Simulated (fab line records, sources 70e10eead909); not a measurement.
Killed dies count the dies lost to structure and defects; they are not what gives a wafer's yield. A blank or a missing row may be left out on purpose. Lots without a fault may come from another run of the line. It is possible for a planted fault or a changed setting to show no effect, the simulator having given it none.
Struck lot and sound lot, side by side | flow nand harc | 39 out of 1159 route steps
Sound: the wafers L391.2, L391.3, L391.5. Struck: wafers L407.2, L407.5. (L407.1 of the same lot was not struck and is left out.) The cause comes at the end.
For every step that has rows: the tool of each side, followed by ch and its chambers, followed by its first start. Under that, the readings that differ: sound wafers | struck wafers | difference of the means | sigmas: that difference in standard deviations of wafers without a fault.
alike: readings with means less than 2 such deviations apart, plus words and numbers identical on both sides. not compared: withheld readings, readings lacking a value on some wafer, bounds such as >300 that could conceal the same value, and numbers that have no deviation in the record and whose values overlap.
Wherever a step has rows on one side only, a row that says differs or no value, or a row with sigmas, the two part there. Numbers that have no deviation but don't overlap get no sigmas and don't part them. Lack of a reading on every wafer of one side parts them only where that side has two or more wafers.

first, 5 steps without rows for these wafers: NHARC_A_CONTACT_ETCH_76 (etches the open film in N2/H2, target depth 260 nm, time 475.3 s); NHARC_A_CONTACT_ETCH_77 (etches the open film in CF4/CHF3, target depth 72.6 nm, time 36.3 s); NHARC_A_CONTACT_ETCH_78 (etches the open film in O2/COS, target depth 2800 nm, time 728 s); NHARC_A_CONTACT_ETCH_124 (etches the open film in C4F8/O2/Ar, time 140 s, target depth 700 nm); NHARC_A_CONTACT_ETCH_125 (etches the open film in C4F8/O2/Ar, time 155 s, target depth 956 nm).
NHARC_A_CONTACT_ETCH_126: etches the open film in C4F8/O2/Ar, time 155 s, target depth 956 nm.
  sound on har cap etch-01 ch 0,1, day 17 14:23; struck on har cap etch-02 ch 0, day 21 07:01
  not compared: rf hours counter h
then, 2 steps without rows for these wafers: NHARC_A_CONTACT_ETCH_127 (etches the open film in C4F8/O2/Ar, time 155 s, target depth 956 nm); NHARC_A_CONTACT_ETCH_128 (etches the open film in C4F8/O2/Ar, time 155 s, target depth 956 nm).
NHARC_A_CONTACT_ETCH_129: etches the open film in C4F8/O2/Ar, time 155 s, target depth 956 nm.
  sound on har cap etch-01 ch 0,1, day 17 14:49; struck on har cap etch-02 ch 0, day 21 07:26
  not compared: rf hours counter h
then, 2 steps without rows for these wafers: NHARC_A_CONTACT_ETCH_130 (etches the open film in C4F8/O2/Ar, time 155 s, target depth 956 nm); NHARC_A_CONTACT_ETCH_131 (etches the open film in C4F8/O2/Ar, time 155 s, target depth 956 nm).
NHARC_A_CONTACT_ETCH_132: etches the open film in C4F8/O2/Ar, time 156 s, target depth 958 nm.
  sound on har cap etch-01 ch 0,1, day 17 15:14; struck on har cap etch-02 ch 0, day 21 07:52
  not compared: rf hours counter h
NHARC_A_CONTACT_ETCH_133: etches the open film in C4F8/O2/Ar, time 195 s, target depth 840 nm.
  sound on har cap etch-01 ch 0,1, day 17 15:23; struck on har cap etch-02 ch 0, day 21 08:01
  not compared: rf hours counter h
then, 1 step without rows for these wafers: NHARC_A_CONTACT_ETCH_91 (etches the open film in CH3F/O2, target depth 40 nm, time 85.7 s).
NHARC_A_CONTACT_ETCH_97: etches the open film in C4F6/O2, target depth 20 nm, time 10 s.
  sound on rie diel-04 ch 0,1,3; struck on rie diel-06 ch 3
  alike: drypump motor current A, o2 flow sccm, oes product au, rf vpp V, showerhead plenum p Torr, throttle valve pct
  not compared: rf hours counter h
NHARC_A_CONTACT_CD_MEAS_80:
  sound on cd sem-02 at day 17 16:10; struck on cd sem-02 at day 21 08:48
  alike: cd nm
then, 4 steps without rows for these wafers: NHARC_A_CONTACT_STRIP_103 (strips in N2/H2); NHARC_A_CONTACT_STRIP_104 (strips in CF4/CHF3); NHARC_A_CONTACT_STRIP_105 (strips in O2/COS); NHARC_A_CONTACT_ETCH_106 (etches the open film in CF4/O2, target depth 60 nm, overetch 6 nm, time 33 s).
NHARC_A_CONTACT_STRIP_82: strips in O2.
  sound on rie diel-04 ch 0,2,3; struck on rie diel-13 ch 0,3
  alike: drypump motor current A, o2 flow sccm, oes product au, rf vpp V, showerhead plenum p Torr, throttle valve pct
  not compared: rf hours counter h
then, 13 steps without rows for these wafers: NHARC_A_CONTACT_STRIP_83 (strips in post etch residue remover, time 600 s); NHARC_A_CONTACT_DEP_84 (deposits aC, target thk 2000 nm); NHARC_A_CONTACT_DEP_85 (deposits SiON, target thk 50 nm); NHARC_A_CONTACT_DEHYDRATE_00 (time 120 s); NHARC_A_CONTACT_HMDS_01 (time 30 s); NHARC_A_CONTACT_COAT_86 (time 75 s); NHARC_A_CONTACT_COAT_87 (time 65 s); NHARC_A_CONTACT_COAT_02 (resist thk 90 nm); NHARC_A_CONTACT_SOFTBAKE_03 (time 55 s); NHARC_A_CONTACT_EBR_04; NHARC_A_CONTACT_EXPOSE_05 (exposes mask A CC); NHARC_A_CONTACT_PEB_06 (peb time 65 s); NHARC_A_CONTACT_DEVELOP_07 (develop time 35 s).
NHARC_A_CONTACT_CD_MEAS_08: target cd 100 nm.
  sound on cd sem-03 ch 0, day 17 19:05; struck on cd sem-01 ch 0, day 21 11:47
  alike: cd nm
NHARC_A_CONTACT_OVL_MEAS_09:
  sound on overlay-02 at day 17 19:11; struck on overlay-02 at day 21 11:52
  reading           | sound          | struck  | difference | sigmas
  overlay x nm (nm) | -0.7 -1.2 -1.7 | 1.2 1.2 | +2.4       | +3
  alike: overlay y nm
NHARC_A_CONTACT_DESCUM_13: chemistry O2, time 3 s.
  sound on rie diel-04 ch 0,2, day 17 19:16; struck on rie diel-04 ch 0,2, day 21 13:11
  reading | sound | struck                                            | difference                   | sigmas
  hold    | - - - | await dispo/1.0h/release await dispo/1.0h/release | no value on the sound wafers |
  alike: drypump motor current A, o2 flow sccm, oes product au, rf vpp V, showerhead plenum p Torr, throttle valve pct
  not compared: rf hours counter h
then, 1 step without rows for these wafers: NHARC_A_CONTACT_ETCH_88 (etches the open film in CF4, target depth 39 nm, time 65 s).
-- record jumps: 4 days between struck wafers' starts before vs after; left off in module A_CONTACT, resumes in module END, first step shown is number 1159 of the route --
NHARC_END_SORT_01:
  at this point the record logs the struck wafers (prober-01 ch 0, day 25 08:12) and has no rows for the sound ones

== WHERE THEY PART ==
Earliest at NHARC_A_CONTACT_OVL_MEAS_09; latest, in this record, at NHARC_END_SORT_01.

WHY: whatever the simulator had introduced
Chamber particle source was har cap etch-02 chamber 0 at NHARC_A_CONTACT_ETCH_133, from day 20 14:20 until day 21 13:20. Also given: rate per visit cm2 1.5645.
